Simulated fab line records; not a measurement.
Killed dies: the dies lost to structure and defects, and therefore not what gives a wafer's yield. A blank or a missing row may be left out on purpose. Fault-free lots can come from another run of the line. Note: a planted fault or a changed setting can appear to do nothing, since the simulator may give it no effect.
fab line records    flow n5_finfet
record lots=12  wafers=36  last_day=19
route steps=1938 shown DUMMY_GATE@247 SPACER0@258 SD_EPI_N@271 PASSIVATION@1936
lots that met no fault: taken from a fault-free run of the same line
start_h: start of the lot's first displayed wafer, in hours after the record's first day    wait_h: hours elapsed since this lot's preceding step    " identical to the entry in the row above    L1.1+2: one row covering several wafers at once    - no value present, or no start provided    * or withheld: withheld    < > ~ a bound
route shown NAME@n: names a module that has steps shown in the file, with the first one's number in the route    usual: the fault-free wafers' mean and standard deviation    same: alike in all rows    chamber/n: place in a boat    sites: per-site readings    _std_site: their standard deviation    _edge_site: mean of outer sites minus mean of inner sites    radius_mm: how far each site lies from the wafer's centre    mask NAME#n: copy n    behind: the last tool/chamber to shape the wafer    hold: the reason the lot was held/the length of the hold in hours/how it ended    device: whichever transistor did not switch (one of n, p or np)    end of line: at the end of the route, the tests of the same wafers    a step with no rows: only its recipe    killed: dies lost to structure and defects at the first sort, not the wafer's yield    map: shows each die of a wafer: x if killed, . if not, _ if none is there
set.NAME: setting as actually run; set.NAME@STEP: the setting as run at that earlier step    model.NAME: the simulator's own value behind a step, which no gauge read
route steps across a sampled set of lots; one table per step, one row per wafer
services: when a tool's chamber went out of use (start_h, in hours from the record's first day, below 0 if earlier), for how many hours, and the reason
## steps
# step N5_DUMMY_GATE_ETCH_23
# recipe chemistry=HBr/Cl2/O2  HBr_flow_sccm=150  Cl2_flow_sccm=80  O2_flow_sccm=12  bias_w=102  target_depth_a=410  time_s=22.3  target=poly-Si  mask_material=SiO2  pressure_mtorr=10  icp_w=800
# usual HBr_flow_sccm=150.0/0.42  O2_flow_sccm=12.00/0.033  drypump_motor_current_A=5.8/0.37  oes_product_au=1.003/0.015  throttle_valve_pct=37.28/0.22
lot.wafer  tool       chamber  start_h  wait_h  HBr_flow_sccm  O2_flow_sccm  drypump_motor_current_A  oes_product_au  rf_hours_counter_h  throttle_valve_pct
L658.1     rie_si-05  2        59.38    0.0     150.0          11.99         5.6                      1.031           26                  37.71
L658.4     "          0        "        "       149.9          11.95         6.2                      1.023           0                   37.33
L658.6     "          3        "        "       149.8          11.99         5.5                      0.991           -                   36.85
L661.1     rie_si-04  3        76.18    0.0     150.0          11.99         6.3                      1.015           143                 37.37
L661.2     "          2        "        "       149.1          11.97         5.9                      0.998           69                  37.40
L661.6     "          1        "        "       150.0          12.02         6.2                      0.998           -                   37.29
L662.1     rie_si-05  2        82.01    0.0     150.4          11.99         5.6                      1.022           26                  37.70
L662.2     "          3        "        "       150.6          12.02         5.5                      0.993           103                 36.84
L662.5     "          0        "        "       150.0          11.93         6.2                      1.019           -                   37.32
L663.1     rie_si-06  3        89.42    0.0     149.8          11.94         5.6                      1.023           98                  37.20
L663.3     "          1        "        "       150.3          12.01         5.6                      1.004           169                 37.00
L663.4     "          2        "        "       150.2          12.03         5.3                      0.994           98                  37.15
L664.3     rie_si-05  3        94.10    0.0     149.4          11.97         5.5                      0.992           104                 36.86
L664.5     "          3        "        "       150.0          12.01         5.5                      0.990           -                   36.85
L664.6     "          2        "        "       150.0          12.00         5.6                      1.025           -                   37.69
L665.1     rie_si-06  1        100.43   0.0     150.0          11.96         5.6                      1.021           169                 37.01
L665.5     "          0        "        "       149.9          12.05         5.9                      1.001           -                   37.08
L665.6     "          3        "        "       149.5          12.01         5.6                      1.036           -                   37.18
L666.3     rie_si-06  1        106.26   0.0     149.5          12.01         5.6                      1.013           169                 37.02
L666.5     "          3        "        "       149.2          12.01         5.7                      1.025           -                   37.19
L666.6     "          2        "        "       150.7          12.03         5.3                      0.991           -                   37.15
L669.3     rie_si-06  3        127.43   0.0     149.5          12.00         5.7                      1.008           99                  37.20
L669.4     "          2        "        "       150.3          12.00         5.3                      0.994           99                  37.15
L669.6     "          3        "        "       150.1          11.97         5.6                      1.027           -                   37.19
L670.3     rie_si-06  1        130.50   0.0     149.9          12.00         5.6                      1.005           170                 37.00
L670.5     "          1        "        "       150.4          12.01         5.6                      1.006           -                   37.00
L670.6     "          0        "        "       149.6          11.98         5.9                      0.994           -                   37.08
L672.2     rie_si-04  1        148.11   0.0     150.1          11.99         6.1                      0.992           168                 37.31
L672.4     "          0        "        "       150.1          11.98         6.1                      1.007           111                 37.62
L672.5     "          3        "        "       149.9          12.01         6.2                      1.005           -                   37.40
L679.1     rie_si-06  3        187.81   0.0     150.0          11.96         5.6                      1.034           100                 37.20
L679.2     "          2        "        "       149.7          11.97         5.3                      0.996           100                 37.15
L679.6     "          2        "        "       149.9          12.03         5.2                      0.998           -                   37.16
L678.1     rie_si-04  0        188.38   0.0     149.6          11.93         6.1                      1.019           112                 37.62
L678.3     "          2        "        "       149.9          12.00         5.9                      0.995           71                  37.40
L678.6     "          3        "        "       149.3          12.02         6.2                      1.001           -                   37.38
# step N5_SPACER0_ALD_07
# recipe material=SiNx  target_thk_a=20  temp_c=400  ald_precursor_family=SiH2I2  ald_co_reactant=N2/H2-plasma  pressure_torr=2
# usual heater_power_w=798/97  susceptor_temp_C=399.99/0.25
lot.wafer  tool        chamber  start_h  wait_h  heater_power_w  susceptor_temp_C
L658.1     ald_sin-04  1        59.90    0.1     775             399.87
L658.4     "           2        "        "       765             400.06
L658.6     "           2        "        "       767             399.77
L661.1     ald_sin-02  3        76.69    0.1     765             400.11
L661.2     "           0        "        "       773             400.04
L661.6     "           2        "        "       645             400.07
L662.1     ald_sin-04  0        82.57    0.0     745             400.11
L662.2     "           1        "        "       759             399.57
L662.5     "           1        "        "       786             399.49
L663.1     ald_sin-03  3        90.10    0.2     867             399.98
L663.3     "           0        "        "       808             399.93
L663.4     "           1        "        "       884             399.90
L664.3     ald_sin-03  3        95.83    1.3     868             400.23
L664.5     "           3        "        "       864             399.99
L664.6     "           0        "        "       797             399.85
L665.1     ald_sin-04  1        100.95   0.0     742             399.58
L665.5     "           0        "        "       682             400.15
L665.6     "           3        "        "       767             399.99
L666.3     ald_sin-02  1        107.33   0.4     944             400.02
L666.5     "           2        "        "       647             399.88
L666.6     "           3        "        "       738             399.65
L669.3     ald_sin-04  0        128.17   0.3     692             399.97
L669.4     "           2        "        "       726             400.11
L669.6     "           1        "        "       759             400.04
L670.3     ald_sin-03  0        130.99   0.0     798             400.24
L670.5     "           3        "        "       848             399.91
L670.6     "           0        "        "       786             399.97
L672.2     ald_sin-04  0        149.06   0.5     650             400.26
L672.4     "           2        "        "       731             400.17
L672.5     "           1        "        "       777             399.94
L679.1     ald_sin-02  3        188.60   0.2     755             399.97
L679.2     "           1        "        "       954             399.70
L679.6     "           0        "        "       801             400.09
L678.1     ald_sin-04  1        190.64   1.6     754             399.91
L678.3     "           0        "        "       671             400.07
L678.6     "           2        "        "       726             399.99
# step N5_SD_EPI_N_OVL_MEAS_10
# recipe points_per_wafer=44
# usual SD_N_BLK_OVL=-0.4/0.83
lot.wafer  tool        chamber  start_h  wait_h  SD_N_BLK_OVL[nm]
L658.1     overlay-01  0        60.77    0.0     1.0
L658.4     "           0        "        "       -0.9
L658.6     "           0        "        "       -0.7
L661.1     overlay-01  0        77.70    0.0     0.0
L661.2     "           0        "        "       -1.2
L661.6     "           0        "        "       -0.7
L662.1     overlay-02  0        83.44    0.0     -1.2
L662.2     "           0        "        "       -1.2
L662.5     "           0        "        "       -1.0
L663.1     overlay-01  0        90.97    0.0     -1.5
L663.3     "           0        "        "       -1.6
L663.4     "           0        "        "       -1.5
L664.3     overlay-02  0        96.82    0.0     -2.2
L664.5     "           0        "        "       -0.9
L664.6     "           0        "        "       -0.2
L665.1     overlay-02  0        101.99   0.0     -0.6
L665.5     "           0        "        "       -0.7
L665.6     "           0        "        "       -0.7
L666.3     overlay-01  0        108.33   0.0     0.2
L666.5     "           0        "        "       0.7
L666.6     "           0        "        "       -1.0
L669.3     overlay-01  0        129.17   0.0     0.1
L669.4     "           0        "        "       0.3
L669.6     "           0        "        "       0.4
L670.3     overlay-01  0        142.76   10.8    0.0
L670.5     "           0        "        "       -0.8
L670.6     "           0        "        "       0.8
L672.2     overlay-01  0        149.94   0.0     -1.3
L672.4     "           0        "        "       -1.6
L672.5     "           0        "        "       -1.1
L679.1     overlay-01  0        189.59   0.0     -0.9
L679.2     "           0        "        "       0.2
L679.6     "           0        "        "       -0.1
L678.1     overlay-02  0        191.64   0.0     0.0
L678.3     "           0        "        "       0.1
L678.6     "           0        "        "       -0.1
# step N5_SD_EPI_N_WET_ETCH_43
# recipe chemistry=dHF  dilution=withheld  time_s=14  target=SiO2  target_depth_a=15  temp_c=25
# usual temp_c=25.00/0.11  time_s=14/0
lot.wafer  tool          chamber  start_h  wait_h  temp_c  time_s
L658.1     wet_bench-04  5        61.70    -       25.06   14
L658.4     "             0        "        "       25.00   14
L658.6     "             7        "        "       24.97   14
L661.1     wet_bench-02  2        78.74    -       24.98   14
L661.2     "             1        "        "       25.16   14
L661.6     "             0        "        "       24.81   14
L662.1     wet_bench-02  1        84.37    -       25.00   14
L662.2     "             6        "        "       25.04   14
L662.5     "             7        "        "       24.99   14
L663.1     wet_bench-01  6        91.90    -       24.93   14
L663.3     "             4        "        "       25.01   14
L663.4     "             3        "        "       24.87   14
L664.3     wet_bench-04  7        97.84    -       25.11   14
L664.5     "             6        "        "       24.80   14
L664.6     "             2        "        "       24.99   14
L665.1     wet_bench-02  5        103.35   -       24.93   14
L665.5     "             0        "        "       24.87   14
L665.6     "             6        "        "       25.16   14
L666.3     wet_bench-04  7        109.25   -       24.82   14
L666.5     "             1        "        "       25.23   14
L666.6     "             6        "        "       24.99   14
L669.3     wet_bench-02  4        130.09   -       -       -
L669.4     "             6        "        "       -       -
L669.6     "             7        "        "       -       -
L670.3     wet_bench-02  6        144.28   -       -       -
L670.5     "             5        "        "       -       -
L670.6     "             3        "        "       -       -
L672.2     wet_bench-02  2        151.06   -       24.97   14
L672.4     "             1        "        "       25.05   14
L672.5     "             7        "        "       24.87   14
L679.1     wet_bench-04  4        191.02   -       25.03   14
L679.2     "             5        "        "       24.89   14
L679.6     "             0        "        "       24.98   14
L678.1     wet_bench-01  4        192.71   -       24.89   14
L678.3     "             3        "        "       24.87   14
L678.6     "             7        "        "       24.99   14
# step N5_PASSIVATION_PROBE_49
# usual killed_at_M0_to_M3=37/12  killed_at_M4_up=15/5.6  killed_at_contacts=13/6.9  killed_at_front_end=40/11  killed_at_other=4/3.2  killed_dies=109/20  killed_on_rim=14/4.3  killed_open=73/15  killed_short=35/8.3
# same gross_dies=1180  killed_at_back_side=0
lot.wafer  tool       chamber  start_h  wait_h  killed_at_M0_to_M3  killed_at_M4_up  killed_at_contacts  killed_at_front_end  killed_at_other  killed_dies  killed_on_rim  killed_open  killed_short
L658.1     prober-01  -        346.84   0.0     39                  7                7                   32                   5                90           13             56           34
L658.4     prober-01  -        346.99   0.2     32                  15               19                  45                   4                115          14             65           50
L658.6     prober-01  -        347.09   0.3     33                  7                15                  38                   13               106          9              68           38
L662.1     prober-02  -        376.34   0.0     43                  8                13                  70                   4                138          19             103          34
L662.2     prober-02  -        376.39   0.1     24                  14               14                  41                   0                93           15             64           29
L662.5     prober-02  -        376.54   0.2     43                  13               5                   59                   7                127          13             83           44
L663.1     prober-01  -        377.42   0.0     49                  11               25                  54                   10               149          25             103          45
L663.3     prober-01  -        377.52   0.1     30                  14               27                  34                   6                111          13             74           36
L663.4     prober-01  -        377.57   0.2     35                  16               25                  43                   3                122          11             82           40
L664.3     prober-01  -        387.63   0.1     20                  12               8                   63                   2                105          13             79           24
L664.5     prober-01  -        387.73   0.2     38                  8                13                  50                   4                113          12             71           42
L664.6     prober-01  -        387.78   0.3     26                  9                8                   53                   4                100          10             61           37
L666.3     prober-01  -        398.08   0.1     72                  8                15                  22                   2                119          17             82           36
L666.5     prober-01  -        398.18   0.2     74                  17               12                  45                   0                148          27             104          43
L666.6     prober-01  -        398.23   0.3     73                  4                9                   53                   8                147          23             103          44
L669.3     prober-02  -        426.95   0.1     36                  8                12                  33                   10               99           16             58           41
L669.6     prober-02  -        427.10   0.3     28                  14               9                   24                   9                84           11             58           25
# killed by level:class
L658.1 BEOL_M0_SAQP:geometric_particle:open=9 FIN_SAQP:geometric_particle:open=8 BEOL_M0_SAQP:geometric_particle:short=8 BEOL_M1:geometric_particle:open=8 GATE_CUT:geometric_particle:open=5 BEOL_M2:geometric_particle:open=5 BEOL_M1:geometric_particle:short=5 FIN_SAQP:geometric_particle:short=4
L658.4 STI_FIN_REVEAL:geometric_particle:open=14 MOL_CONTACT_COAG:geometric_particle:open=11 FIN_SAQP:geometric_particle:short=10 BEOL_M0_SAQP:geometric_particle:open=9 MOL_CONTACT_COAG:geometric_particle:short=8 BEOL_M0_SAQP:geometric_particle:short=7 BEOL_M4:geometric_particle:open=7 BEOL_M3:geometric_particle:open=5
L658.6 STI_FIN_REVEAL:geometric_particle:open=17 FIN_SAQP:geometric_particle:open=8 MOL_CONTACT_COAG:geometric_particle:open=8 BEOL_M2:geometric_particle:open=8 MOL_CONTACT_COAG:geometric_particle:short=7 MIM_TOP:geometric_particle:short=7 BEOL_M0_SAQP:geometric_particle:open=6 STI_FIN_REVEAL:geometric_particle:short=4
L662.1 FIN_SAQP:geometric_particle:open=22 STI_FIN_REVEAL:geometric_particle:open=19 MOL_CONTACT_COAG:geometric_particle:open=13 BEOL_M1:geometric_particle:open=10 BEOL_M3:geometric_particle:open=8 GATE_CUT:geometric_particle:short=7 BEOL_M0_SAQP:geometric_particle:open=5 BEOL_M0:geometric_particle:open=5
L662.2 MOL_CONTACT_COAG:geometric_particle:open=12 FIN_SAQP:geometric_particle:short=11 FIN_SAQP:geometric_particle:open=8 STI_FIN_REVEAL:geometric_particle:open=8 DUMMY_GATE:geometric_particle:open=8 BEOL_M4:geometric_particle:open=5 BEOL_M0_SAQP:geometric_particle:short=4 BEOL_M7:geometric_particle:open=4
L662.5 FIN_SAQP:geometric_particle:open=17 STI_FIN_REVEAL:geometric_particle:open=13 BEOL_M0_SAQP:geometric_particle:short=12 BEOL_M0_SAQP:geometric_particle:open=11 FIN_SAQP:geometric_particle:short=8 BEOL_M1:geometric_particle:open=7 BEOL_M4:geometric_particle:open=7 BEOL_M2:geometric_particle:open=6
L663.1 MOL_CONTACT_COAG:geometric_particle:open=20 BEOL_M0_SAQP:geometric_particle:open=17 BEOL_M0_SAQP:geometric_particle:short=16 STI_FIN_REVEAL:geometric_particle:open=15 FIN_SAQP:geometric_particle:open=8 ILD0:geometric_particle:open=7 FIN_SAQP:geometric_particle:short=5 MOL_CONTACT_COAG:geometric_particle:short=5
L663.3 MOL_CONTACT_COAG:geometric_particle:open=20 BEOL_M0_SAQP:geometric_particle:short=10 BEOL_M0_SAQP:geometric_particle:open=9 FIN_SAQP:geometric_particle:open=6 GATE_CUT:geometric_particle:short=6 MOL_CONTACT_COAG:geometric_particle:short=6 GATE_CUT:geometric_particle:open=5 BEOL_M2:geometric_particle:open=4
L663.4 MOL_CONTACT_COAG:geometric_particle:open=21 FIN_SAQP:geometric_particle:short=9 BEOL_M1:geometric_particle:open=8 STI_FIN_REVEAL:geometric_particle:open=8 BEOL_M5:geometric_particle:open=8 FIN_SAQP:geometric_particle:open=7 BEOL_M2:geometric_particle:open=6 BEOL_M0_SAQP:geometric_particle:short=6
L664.3 FIN_SAQP:geometric_particle:open=24 FIN_SAQP:geometric_particle:short=10 STI_FIN_REVEAL:geometric_particle:open=9 MOL_CONTACT_COAG:geometric_particle:open=8 BEOL_M4:geometric_particle:open=6 BEOL_M2:geometric_particle:open=5 GATE_CUT:geometric_particle:short=5 DUMMY_GATE:geometric_particle:open=4
L664.5 STI_FIN_REVEAL:geometric_particle:open=12 MOL_CONTACT_COAG:geometric_particle:open=10 BEOL_M3:geometric_particle:open=10 FIN_SAQP:geometric_particle:short=6 GATE_CUT:geometric_particle:short=6 BEOL_M0_SAQP:geometric_particle:short=6 FIN_SAQP:geometric_particle:open=5 STI_FIN_REVEAL:geometric_particle:short=5
L664.6 FIN_SAQP:geometric_particle:open=9 STI_FIN_REVEAL:geometric_particle:open=9 FIN_SAQP:geometric_particle:short=7 GATE_CUT:geometric_particle:short=6 MOL_CONTACT_COAG:geometric_particle:open=6 BEOL_M4:geometric_particle:open=5 BEOL_M2:geometric_particle:open=5 DUMMY_GATE:geometric_particle:open=4
L666.3 BEOL_M2:geometric_particle:open=21 BEOL_M3:geometric_particle:open=17 MOL_CONTACT_COAG:geometric_particle:open=12 BEOL_M0_SAQP:geometric_particle:short=11 BEOL_M0_SAQP:geometric_particle:open=10 FIN_SAQP:geometric_particle:short=4 STI_FIN_REVEAL:geometric_particle:open=4 DUMMY_GATE:geometric_particle:open=4
L666.5 BEOL_M2:geometric_particle:open=21 BEOL_M3:geometric_particle:open=19 MOL_CONTACT_COAG:geometric_particle:open=11 STI_FIN_REVEAL:geometric_particle:open=10 BEOL_M0_SAQP:geometric_particle:open=9 BEOL_M0_SAQP:geometric_particle:short=9 BEOL_M4:geometric_particle:open=8 FIN_SAQP:geometric_particle:short=6
L666.6 BEOL_M2:geometric_particle:open=24 BEOL_M0_SAQP:geometric_particle:open=14 FIN_SAQP:geometric_particle:open=13 STI_FIN_REVEAL:geometric_particle:open=12 BEOL_M0_SAQP:geometric_particle:short=9 BEOL_M2:geometric_particle:short=9 MOL_CONTACT_COAG:geometric_particle:open=8 BEOL_M3:geometric_particle:open=7
L669.3 MOL_CONTACT_COAG:geometric_particle:open=10 BEOL_M0_SAQP:geometric_particle:short=10 FIN_SAQP:geometric_particle:open=8 BEOL_M2:geometric_particle:open=7 STI_FIN_REVEAL:geometric_particle:open=6 BEOL_M0_SAQP:geometric_particle:open=6 FIN_SAQP:geometric_particle:short=5 BEOL_M2:geometric_particle:short=5
L669.6 BEOL_M2:geometric_particle:open=10 MOL_CONTACT_COAG:geometric_particle:open=7 BEOL_M0_SAQP:geometric_particle:open=7 BEOL_M4:geometric_particle:open=6 STI_FIN_REVEAL:geometric_particle:open=5 PASS1_DEP:geometric_particle:short=5 BEOL_M0_SAQP:geometric_particle:short=4 STARTING-WAFER:geometric_particle:open=4
## services
tool          chamber  start_h  hours  kind
ald_sin-02    -        40.99    6.0    pm
ald_sin-04    3        41.27    1.6    repair
ald_sin-03    1        54.80    2.8    repair
ald_sin-03    0        58.77    9.0    repair
rie_si-06     1        67.40    4.3    repair
rie_si-06     3        70.12    6.7    repair
ald_sin-02    -        75.15    1.5    repair
ald_sin-04    -        85.25    14.0   pm
ald_sin-04    0        85.25    14.0   vent_cycle
ald_sin-04    1        85.25    14.0   vent_cycle
ald_sin-04    2        85.25    17.0   vent_cycle
rie_si-05     -        104.94   1.8    repair
rie_si-06     -        109.83   2.8    pm
ald_sin-04    -        113.38   14.6   pm
ald_sin-03    -        114.15   3.6    repair
ald_sin-03    2        127.32   6.2    repair
ald_sin-04    -        133.53   6.0    pm
ald_sin-03    -        138.77   1.3    repair
wet_bench-02  -        146.95   1.4    repair
rie_si-05     2        152.34   3.8    repair
wet_bench-01  -        155.22   1.3    repair
rie_si-04     3        168.94   7.1    repair
ald_sin-03    -        176.96   14.0   pm
ald_sin-03    -        190.96   6.0    pm
## key
first_sign step=N5_SD_EPI_N_WET_ETCH_43  reading=tool_record  direction=missing
effect none on later readings
met_at N5_SD_EPI_N_WET_ETCH_43
struck_lots L669,L670
tester_left_out L669,L670
not_acting_at N5_DUMMY_GATE_ETCH_23,N5_SPACER0_ALD_07,N5_SD_EPI_N_OVL_MEAS_10
onset_between 103.35 130.09
fault kind=skipped_step_whole  tool=wet_bench-02  chamber=-  onset_h=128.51  steps=N5_SD_EPI_N_WET_ETCH_43  scope=struck_lots_only
# tester_left_out: of these lots the tester's yield and bins aren't shown, on N5 and GAA mostly nor the transistor test; their killed dies are dies lost to structure and defects alone, not to doping, threshold or leakage, so they don't give the yield
